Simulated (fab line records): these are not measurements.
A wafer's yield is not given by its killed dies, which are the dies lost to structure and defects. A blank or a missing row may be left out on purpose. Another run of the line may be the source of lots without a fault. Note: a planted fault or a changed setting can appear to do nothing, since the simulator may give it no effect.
Chamber matching	flow n5Finfet	3 sister chambers for N5_GATE_CUT_PECVD_57 on pecvd-01
The step deposits SiNx from SiH4/NH3/N2, target thk 21 nm. 6 wafers are shown with their chamber, then 9 later ones without.

## EACH WAFER AND ITS CHAMBER
wafer	chamber	throttleValvePct (%)	showerheadPlenumPTorr (Torr)
L089.5	0	42.5	5.09
L091.1	2	39.4	5.21
L091.4	2	39.5	5.20
L092.3	1	44.8	5.23
L092.5	1	45.3	5.22
L092.6	0	42.1	5.07

## WAFERS MISSING THEIR CHAMBER
wafer	throttleValvePct (%)	showerheadPlenumPTorr (Torr)
L093.4	45.0	5.21
L093.5	42.1	5.08
L093.6	44.9	5.23
L095.1	45.0	5.22
L095.3	39.4	5.22
L095.6	39.3	5.20
L097.1	42.3	5.08
L097.4	45.0	5.20
L097.6	39.1	5.21

## EACH ONE'S CHAMBER
wafer	from the rows above	in truth
L093.4	1	1
L093.5	0	0
L093.6	1	1
L095.1	1	1
L095.3	2	2
L095.6	2	2
L097.1	0	0
L097.4	1	1
L097.6	2	2
9 of 9 placed correctly. Can't be placed from these rows: 0. Wrongly placed: 0.
How it was worked out, from the rows above alone: a wafer's distance from a chamber is the root of the sum, over the readings, of the square of ((its reading less the chamber's mean) divided by the reading's scatter). The wafer belongs to the nearest chamber; if the next one is less than 2 further off, it can't be placed. The mean given for a chamber averages the wafers shown for that chamber. The scatter: take each reading less its chamber's mean, square it, sum over the shown wafers, divide by the number of wafers less the number of chambers, and take the root.
